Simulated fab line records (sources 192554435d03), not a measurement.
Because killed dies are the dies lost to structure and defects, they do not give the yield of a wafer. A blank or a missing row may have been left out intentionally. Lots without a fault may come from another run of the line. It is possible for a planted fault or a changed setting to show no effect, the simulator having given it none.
fab line records	flow n5Finfet
record lots=11	wafers=33	lastDay=17
route steps=1938 shown BEOL_M4@1062 MIM_BOT_LITHO@1865 TV_OPEN@1889 PASSIVATION@1936
lots that met no fault: from a run of the same line without faults
startH: the number of hours between the record's first day and the start of the first shown wafer of the lot	waitH: hours elapsed since this lot's preceding step	" same as the row above	L1.1+2: several wafers, shown together as one row	- no value, or no start given	* or withheld: withheld	< > ~ a bound
route shown NAME@n: NAME is a module with steps in the file, n the number in the route of the first one	usual: mean/standard deviation of fault-free wafers	same: alike in all rows	chamber/n: place in a boat	sites: each site's reading	_std_site: their standard deviation	_edge_site: outer sites' mean less inner sites'	radiusMm: how far each site lies from the wafer's centre	mask NAME#n: copy n	behind: tool/chamber where the wafer was last shaped	hold: what put the lot on hold/how long, in hours/how the hold closed	device: the n, p or np transistor that did not switch	end of line: the same wafers' tests at the end of the route	for a step that has no rows: nothing shown but its recipe	killed: at the first sort, the dies lost to defects and structure; wafer yield is something else	map: the dies of a wafer, with x for killed, . for not killed, _ for no die there
set.NAME: the setting that was run; set.NAME@STEP: the one run at that earlier step	model.NAME: the simulator's own value behind a step, which no gauge read
a sample of lots followed through the steps of the route, with each step as a table and each wafer as a row
services: when a tool's chamber went out of use (startH, in hours from the record's first day, below 0 if earlier), for how many hours, and the reason
## steps
# step N5_BEOL_M4_ALD_98
# recipe material=SiO2	targetThkA=25	tempC=100	aldPrecursorFamily=BDEAS	aldCoReactant=O2-plasma	pulseTimeS=1	coReactantPulseTimeS=1	purgeTimeS=2	coReactantPurgeTimeS=2	aldCycles=17	pressureTorr=2
# usual heaterPowerOuterW=40/4.9	heaterPowerW=77/8.4	precursorPulseHeightRel=0.998/0.02
# same pulseTimeS=1
lot.wafer	tool	chamber	startH	waitH	heaterPowerOuterW	heaterPowerW	precursorPulseHeightRel
L348.2	aldSin-02	3	159.66	0.1	34	67	0.958
L348.3	"	2	"	"	40	79	1.008
L348.6	"	0	"	"	43	82	1.011
L350.1	aldSin-03	0	162.88	0.1	38	68	0.962
L350.4	"	3	"	"	50	84	0.979
L350.6	"	0	"	"	38	69	1.027
L352.1	aldSin-02	2	174.68	0.1	41	78	0.997
L352.3	"	0	"	"	44	83	0.980
L352.5	"	0	"	"	43	82	0.972
L358.3	aldSin-02	2	222.37	0.3	39	76	1.017
L358.4	"	1	"	"	45	91	1.007
L358.5	"	3	"	"	32	65	1.009
L359.1	aldSin-02	2	227.62	0.1	39	77	1.005
L359.4	"	3	"	"	32	65	1.022
L359.5	"	2	"	"	39	75	1.018
L363.1	aldSin-04	1	244.60	0.1	38	80	1.029
L363.2	"	0	"	"	37	71	0.991
L363.4	"	3	"	"	41	81	1.024
L364.3	aldSin-03	0	249.88	0.1	39	70	0.981
L364.4	"	1	"	"	45	86	1.001
L364.6	"	3	"	"	50	83	0.998
L366.2	aldSin-04	2	268.93	0.2	38	72	0.990
L366.4	"	3	"	"	42	81	1.005
L366.6	"	1	"	"	41	82	0.962
L367.2	aldSin-04	1	272.17	0.1	40	78	1.014
L367.5	"	0	"	"	35	70	0.975
L367.6	"	3	"	"	43	82	0.991
L370.2	aldSin-02	1	282.71	0.9	45	91	0.990
L370.3	"	0	"	"	42	80	1.047
L370.4	"	2	"	"	41	78	1.001
L368.1	aldSin-04	2	284.66	0.1	37	71	0.976
L368.4	"	0	"	"	36	72	1.012
L368.6	"	0	"	"	37	71	1.020
# step N5_MIM_BOT_LITHO_DESCUM_10
# recipe chemistry=O2	timeS=7.9	sourcePowerW=50	biasPowerW=20	pressureMtorr=20	rfFrequencyHz=2.712e+07	tempC=40	o2FlowSccm=225
# usual drypumpMotorCurrentA=5.7/0.43	oesProductAu=0.83/0.064	rfVppV=243.4/1.1	showerheadPlenumPTorr=2.11/0.061	throttleValvePct=20.37/0.19
lot.wafer	tool	chamber	startH	waitH	drypumpMotorCurrentA	oesProductAu	rfHoursCounterH	rfVppV	showerheadPlenumPTorr	throttleValvePct
L350.1	rieDiel-01	2	254.57	0.0	5.3	0.94	9	243.3	2.04	20.20
L350.4	"	2	"	"	5.3	0.93	-	242.2	2.04	20.22
L350.6	"	0	"	"	6.7	0.90	-	245.1	2.15	20.30
L348.2	rieDiel-01	0	259.58	0.0	6.7	0.89	28	244.2	2.15	20.31
L348.3	"	2	"	"	5.3	0.92	12	241.1	2.04	20.22
L348.6	"	0	"	"	6.7	0.89	-	244.5	2.15	20.29
L352.1	rieDiel-01	1	275.15	0.0	6.4	0.81	107	243.2	2.09	20.04
L352.3	"	0	"	"	6.7	0.88	34	244.7	2.14	20.32
L352.5	"	3	"	"	5.5	0.98	-	242.3	2.06	20.28
L358.3	rieDiel-06	0	322.32	0.5	5.2	0.75	186	243.5	2.14	20.35
L358.4	"	1	"	"	6.1	0.82	87	245.3	2.22	20.36
L358.5	"	2	"	"	5.6	0.88	-	242.7	2.13	20.29
L359.1	rieDiel-06	3	330.39	0.0	5.6	0.71	233	240.9	2.05	20.82
L359.4	"	1	"	"	6.0	0.82	90	243.4	2.22	20.37
L359.5	"	0	"	"	5.1	0.74	-	244.4	2.14	20.34
L363.1	rieDiel-01	0	355.90	0.0	6.7	0.85	57	243.4	2.14	20.34
L363.2	"	3	"	"	5.4	0.92	27	243.0	2.05	20.32
L363.4	"	2	"	"	5.3	0.87	41	243.2	2.03	20.27
L364.3	rieDiel-03	2	365.66	0.0	5.3	0.81	95	243.4	2.11	20.48
L364.4	"	1	"	"	6.0	0.78	109	242.3	2.02	20.49
L364.6	"	0	"	"	5.9	0.85	-	244.1	2.12	20.57
L366.2	rieDiel-03	3	373.15	0.2	5.7	0.84	73	241.0	2.03	20.11
L366.4	"	2	"	"	5.3	0.81	97	243.3	2.10	20.48
L366.6	"	0	"	"	5.9	0.84	-	242.8	2.12	20.58
L367.2	rieDiel-01	0	384.13	0.4	6.7	0.84	65	243.9	2.13	20.36
L367.5	"	0	"	"	6.7	0.83	-	244.5	2.13	20.35
L367.6	"	3	"	"	5.4	0.90	-	242.2	2.05	20.33
L370.2	rieDiel-06	1	389.38	0.0	6.1	0.79	111	246.1	2.22	20.40
L370.3	"	0	"	"	5.1	0.72	211	244.7	2.13	20.39
L370.4	"	1	"	"	6.0	0.80	-	245.0	2.22	20.41
L368.1	rieDiel-03	3	394.45	0.0	5.7	0.83	81	242.9	2.02	20.13
L368.4	"	2	"	"	5.4	0.79	105	245.0	2.10	20.49
L368.6	"	3	"	"	5.7	0.83	-	241.8	2.02	20.12
# step N5_PASSIVATION_STRIP_14
# recipe chemistry=O2	powerW=600	tempC=60	pressureMtorr=30	rfFrequencyHz=6e+07	biasPowerW=0	overashFraction=0.5	o2FlowSccm=225
# usual drypumpMotorCurrentA=5.9/0.54	oesProductAu=0.83/0.079	rfVppV=3.7/0.96	showerheadPlenumPTorr=2.10/0.069	throttleValvePct=16.58/0.23
lot.wafer	tool	chamber	startH	waitH	drypumpMotorCurrentA	oesProductAu	rfHoursCounterH	rfVppV	showerheadPlenumPTorr	throttleValvePct
L350.1	rieDiel-02	1	256.60	0.1	6.2	0.90	21	3.4	2.04	16.52
L350.4	"	3	"	"	6.5	0.78	178	3.5	2.08	16.78
L350.6	"	3	"	"	6.5	0.75	-	4.6	2.08	16.81
L348.2	rieDiel-02	0	262.02	0.1	5.0	0.99	16	2.4	2.22	16.33
L348.3	"	3	"	"	6.5	0.76	179	3.5	2.08	16.80
L348.6	"	0	"	"	5.0	0.97	-	3.1	2.22	16.35
L352.1	rieDiel-02	0	279.45	0.1	5.0	0.97	21	5.0	2.22	16.37
L352.3	"	2	"	"	6.7	0.79	104	3.7	2.10	16.94
L352.5	"	3	"	"	6.5	0.75	-	2.2	2.08	16.80
L358.3	rieDiel-05	3	324.93	0.1	6.3	0.76	141	3.5	2.01	16.65
L358.4	"	1	"	"	5.6	0.73	-	4.2	2.01	16.66
L358.5	"	3	"	"	6.3	0.75	-	4.8	2.01	16.62
L359.1	rieDiel-04	3	332.27	0.1	5.5	0.86	62	3.1	2.24	16.42
L359.4	"	0	"	"	5.4	0.88	36	4.2	2.13	16.72
L359.5	"	1	"	"	5.3	0.89	-	1.5	2.13	16.20
L363.1	rieDiel-05	2	359.60	0.1	6.5	0.83	91	4.4	2.05	16.72
L363.2	"	1	"	"	5.6	0.74	193	4.3	2.01	16.69
L363.4	"	1	"	"	5.6	0.72	-	3.8	2.01	16.66
L364.3	rieDiel-05	1	369.59	0.1	5.6	0.71	198	2.8	2.00	16.70
L364.4	"	2	"	"	6.5	0.82	-	3.8	2.04	16.74
L364.6	"	0	"	"	5.5	0.94	-	3.0	2.14	16.22
L366.2	rieDiel-04	3	376.09	0.1	5.5	0.84	74	4.7	2.24	16.39
L366.4	"	1	"	"	5.4	0.86	37	3.7	2.12	16.21
L366.6	"	2	"	"	5.7	0.93	-	4.2	2.14	16.30
L367.2	rieDiel-04	2	387.24	0.1	5.7	0.91	26	2.8	2.14	16.29
L367.5	"	2	"	"	5.7	0.90	-	1.8	2.14	16.32
L367.6	"	3	"	"	5.5	0.83	-	2.6	2.24	16.46
L370.2	rieDiel-02	1	393.54	0.1	6.2	0.83	64	3.7	2.03	16.57
L370.3	"	0	"	"	5.0	0.90	54	3.0	2.21	16.38
L370.4	"	2	"	"	6.7	0.77	139	2.8	2.09	17.04
L368.1	rieDiel-05	0	396.94	0.1	5.4	0.91	19	3.6	2.14	16.28
L368.4	"	1	"	"	5.6	0.71	207	3.3	2.00	16.72
L368.6	"	2	"	"	6.5	0.81	-	3.1	2.04	16.77
# step N5_PASSIVATION_PROBE_49
# usual defectLimitedYield=91.6/1.6	killed_at_M0_to_M3=31/10	killed_at_M4_up=14/6.3	killedAtContacts=12/6.1	killedAtFrontEnd=39/12	killedAtOther=3.7/2.8	killedDies=100/19	killedOpen=66/14	killedShort=33/8.1	sort_bin_5_function=5.0/1.1	sort_bin_6_memory=3.2/0.66	sortNPass=1080/18	sortYieldPct=91.6/1.6
# same grossDies=1180	killedAtBackSide=0	sort_bin_4_leakage[%]=0	sort_bin_8_speed[%]=0
lot.wafer	tool	chamber	startH	waitH	defectLimitedYield[%]	killed_at_M0_to_M3	killed_at_M4_up	killedAtContacts	killedAtFrontEnd	killedAtOther	killedDies	killedOpen	killedShort	sort_bin_5_function[%]	sort_bin_6_memory[%]	sortNPass	sortYieldPct[%]
L358.3	prober-01	-	331.12	0.1	77.5	40	169	7	47	3	266	76	31	14.2	4.3	914	77.5
L358.4	prober-01	-	331.17	0.2	79.2	30	166	11	34	4	245	47	40	11.4	4.0	935	79.2
L358.5	prober-01	-	331.22	0.2	85.1	39	97	13	26	1	176	54	42	8.4	2.9	1004	85.1
L359.1	prober-01	-	339.24	0.0	80.3	33	161	6	27	6	233	63	19	10.8	4.6	947	80.3
L359.4	prober-01	-	339.39	0.2	86.6	31	93	4	28	2	158	56	22	8.0	2.5	1022	86.6
L359.5	prober-01	-	339.44	0.2	80.5	24	170	4	24	8	230	41	24	11.5	3.5	950	80.5
# killed by level:class
L358.3 BEOL_M4:unspecified=158 BEOL_M0_SAQP:geometricParticle:open=13 FIN_SAQP:geometricParticle:short=12 FIN_SAQP:geometricParticle:open=10 BEOL_M3:geometricParticle:open=10 STI_FIN_REVEAL:geometricParticle:open=9 BEOL_M0_SAQP:geometricParticle:short=7 BEOL_M2:geometricParticle:open=7
L358.4 BEOL_M4:unspecified=155 BEOL_M0_SAQP:geometricParticle:short=11 FIN_SAQP:geometricParticle:short=10 FIN_SAQP:geometricParticle:open=8 MOL_CONTACT_COAG:geometricParticle:open=8 BEOL_M0_SAQP:geometricParticle:open=5 STI_FIN_REVEAL:geometricParticle:open=3 DUMMY_GATE:geometricParticle:open=3
L358.5 BEOL_M4:unspecified=78 BEOL_M0_SAQP:geometricParticle:short=15 MOL_CONTACT_COAG:geometricParticle:open=10 GATE_CUT:geometricParticle:short=8 BEOL_M0_SAQP:geometricParticle:open=7 BEOL_M3:geometricParticle:open=6 BEOL_M4:geometricParticle:open=5 STI_FIN_REVEAL:geometricParticle:open=4
L359.1 BEOL_M4:unspecified=150 BEOL_M2:geometricParticle:open=14 BEOL_M3:geometricParticle:open=11 FIN_SAQP:geometricParticle:open=9 GATE_CUT:geometricParticle:short=6 BEOL_M4:geometricParticle:open=6 MOL_CONTACT_COAG:geometricParticle:open=4 BEOL_M1:geometricParticle:open=3
L359.4 BEOL_M4:unspecified=80 BEOL_M2:geometricParticle:open=9 FIN_SAQP:geometricParticle:open=8 BEOL_M3:geometricParticle:open=6 FIN_SAQP:geometricParticle:short=5 BEOL_M0_SAQP:geometricParticle:open=4 BEOL_M1:geometricParticle:open=4 BEOL_M4:geometricParticle:open=4
L359.5 BEOL_M4:unspecified=162 FIN_SAQP:geometricParticle:short=5 BEOL_M2:geometricParticle:open=5 GATE_CUT:geometricParticle:short=4 BEOL_M0_SAQP:geometricParticle:open=4 BEOL_M0:geometricParticle:open=4 BEOL_M4:geometricParticle:open=4 BEOL_M3:geometricParticle:open=4
## services
tool	chamber	startH	hours	kind
rieDiel-06	-	139.31	0.5	repair
aldSin-02	-	139.72	0.6	repair
rieDiel-04	1	142.41	4.1	repair
rieDiel-05	0	149.93	9.9	repair
rieDiel-06	3	155.87	5.8	repair
aldSin-02	-	177.33	14.0	pm
aldSin-04	3	194.48	12.8	repair
rieDiel-03	-	221.21	0.3	repair
aldSin-02	3	229.51	6.3	repair
aldSin-02	2	241.07	9.7	repair
rieDiel-03	1	267.61	8.5	repair
aldSin-03	-	268.89	14.0	pm
rieDiel-01	-	282.13	15.6	pm
rieDiel-03	0	288.61	3.7	repair
aldSin-02	-	300.86	2.8	pm
rieDiel-06	-	319.09	2.8	pm
rieDiel-02	0	324.30	6.3	repair
aldSin-02	-	337.62	1.7	repair
rieDiel-06	3	347.85	6.3	repair
aldSin-04	0	355.46	4.0	repair
aldSin-02	0	366.77	2.2	repair
aldSin-04	-	368.31	6.1	pm
aldSin-04	-	374.42	14.0	pm
rieDiel-03	1	374.86	2.7	repair
## key
firstSign step=N5_PASSIVATION_PROBE_49	reading=killed_at_M4_up	direction=up	sigmas=20	usual=14	struck=143
effect step=N5_PASSIVATION_PROBE_49	reading=defectLimitedYield	direction=down	sigmas=6.4	usual=91.6	struck=81.5
moreKillsBornAt N5_BEOL_M4_ALD_98@aldSin-02=783
metAt N5_BEOL_M4_ALD_98
struckLots L358,L359
notActingAt N5_MIM_BOT_LITHO_DESCUM_10,N5_PASSIVATION_STRIP_14
onsetBetween 174.68 222.37
fault kind=chamberParticleSource	tool=aldSin-02	chamber=-	onsetH=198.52	steps=N5_BEOL_M4_ALD_98	ratePerVisitCm2=1.9274	endH=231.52
